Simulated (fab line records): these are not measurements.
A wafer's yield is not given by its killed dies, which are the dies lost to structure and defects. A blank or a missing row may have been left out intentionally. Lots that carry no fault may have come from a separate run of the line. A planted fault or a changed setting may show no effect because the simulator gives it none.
Lot-split experiment    flow n5-finfet    on a route of 1938 steps: 7 lots, 21 wafers read

## ABOUT THE SPLIT
At N5_BEOL_M2_COAT_67 (time 60 s, resist thk 60 nm), the setting spin-rpm was moved away from the recipe's 1500 rpm on 3 of the 21 wafers read, by -4.7% to +6.7%. For the rest of the wafers, this setting stayed at what the recipe calls for.

## FROM THE SPLIT TO THE READING: what the file shows between them, 11 steps
- N5_BEOL_M2_COAT_76: time 60 s, resist thk 5 nm (also split here: spin-rpm)
- N5_BEOL_M2_COAT_22: resist thk 30 nm
- N5_BEOL_M2_EBR_24
- N5_BEOL_M2_DESCUM_33: chemistry O2, time 7 s
- N5_BEOL_M2_ETCH_77: etches underlayer in N2/H2, target depth 6.5 nm, time 5.2 s
- N5_BEOL_M2_ETCH_69: etches SiARC in CF4, target depth 15.6 nm, time 26 s
- N5_BEOL_M2_ALD_98: deposits SiO2, target thk 2.5 nm, pulse time 1 s, co reactant pulse time 1 s
- N5_BEOL_M2_ETCHBACK_99: etches SiO2 in CHF3, target depth 5 nm, time 10.4 s
- N5_BEOL_M2_ETCH_70: etches SOC in N2/H2, target depth 80 nm, overetch 24 nm, time 130 s
- N5_BEOL_M2_STRIP_71: strips in N2/H2
- N5_BEOL_M2_STRIP_78: strips in N2/H2

## THE READING
SOC_of_BEOL_M2_COAT_67.thk-nm (the simulator's own value, which no gauge read), in nm, at N5_BEOL_M2_VIA_ETCH_34 (etches the open film in C4F6/O2, target depth 69.4 nm, time 65.9 s). No usual value for it is given in the file. Across the 18 wafers here that went through the recipe, the average is 52.0 nm and the standard deviation 0.2 nm.

wafer   tool, chamber at the split  spin-rpm as run, rpm  against the recipe  SOC_of_BEOL_M2_COAT_67.thk-nm, nm  against lot-mates on the recipe
L077.1  litho-track-05, 0           1500                  recipe              52                                 -
L077.4  litho-track-05, 0           1500                  recipe              52                                 -
L077.2  litho-track-05, 0           1500                  recipe              52.2                               -
L082.1  litho-track-05, 0           1500                  recipe              51.8                               -
L082.4  litho-track-05, 0           1500                  recipe              52                                 -
L082.5  litho-track-05, 0           1500                  recipe              52                                 -
L085.1  litho-track-02, 0           1601                  +6.7%               50.2                               -1.8
L085.3  litho-track-02, 0           1500                  recipe              52                                 -
L085.4  litho-track-02, 0           1601                  +6.7%               50.4                               -1.6
L086.2  litho-track-02, 0           1500                  recipe              52                                 -
L086.5  litho-track-02, 0           1500                  recipe              52                                 -
L086.6  litho-track-02, 0           1500                  recipe              51.8                               -
L089.1  litho-track-05, 0           1500                  recipe              52                                 -
L089.3  litho-track-05, 0           1500                  recipe              52                                 -
L089.4  litho-track-05, 0           1500                  recipe              52.2                               -
L092.2  litho-track-01, 0           1500                  recipe              52.4                               -
L092.4  litho-track-01, 0           1500                  recipe              52.2                               -
L092.6  litho-track-01, 0           1500                  recipe              52.2                               -
L094.3  litho-track-01, 0           1500                  recipe              51.6                               -
L094.5  litho-track-01, 0           1500                  recipe              51.6                               -
L094.6  litho-track-01, 0           1429                  -4.7%               52.8                               +1.2

FIT RESULTS
A straight line over all 21 wafers: SOC_of_BEOL_M2_COAT_67.thk-nm changes by -0.234 nm for each +1% of spin-rpm; r = -0.94; the points scatter about the line by 0.21 nm.
The same after taking each lot's own level away (the mean of its wafers on the recipe; 21 wafers): -0.253 nm for each +1%; r = -0.99; scatter 0.09 nm.
Per that fit: largest spin-rpm move, reading shift of 1.7 nm.
Measured against the standard deviation above, the lots' own levels, which go from 51.60 to 52.27 nm, span 3.3 times it.
The two slopes are in agreement: the lot-to-lot level therefore moves the slope only a little.
Check: with one of the wafers moved furthest among these (+6.7%) left out of the fit, the line predicts -1.63 nm for it against its lot-mates. It came out at -1.8 nm against them.

## THE OTHER SPLITS THESE WAFERS WENT THROUGH
Other splits were also applied to these wafers ahead of the reading. Each is held against what the fit with the lots' levels taken away leaves over:
other split on the same wafers      wafers away from the commonest value  r with SOC_of_BEOL_M2_COAT_67.thk-nm (lot level and that fit taken away)
N5_BEOL_M1_TRENCH_ETCH_37 source-w  7                                     -0.08
N5_BEOL_M2_COAT_76 spin-rpm         7                                     -0.08

## THE WHOLE CHAIN: every reading that the file lists as answering this split, in the file's order
step                    what it does                                                         reading                                                                         change (the file's fit)                r (the file's)
N5_BEOL_M2_COAT_67      time 60 s, resist thk 60 nm                                          SOC_of_BEOL_M2_COAT_67.thk-nm (the simulator's own value, which no gauge read)  -0.29 nm for each +1% of the setting   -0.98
N5_BEOL_M2_ETCH_70      etches SOC in N2/H2, target depth 80 nm, overetch 24 nm, time 130 s  etch.depth-nm (the simulator's own value, which no gauge read)                  -0.283 nm for each +1% of the setting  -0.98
N5_BEOL_M2_VIA_ETCH_34  etches the open film in C4F6/O2, target depth 69.4 nm, time 65.9 s   SOC_of_BEOL_M2_COAT_67.thk-nm (the simulator's own value, which no gauge read)  -0.253 nm for each +1% of the setting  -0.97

## FILE'S OWN FIT
SOC_of_BEOL_M2_COAT_67.thk-nm changes by -0.253 nm for each +1% of spin-rpm, r = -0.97.
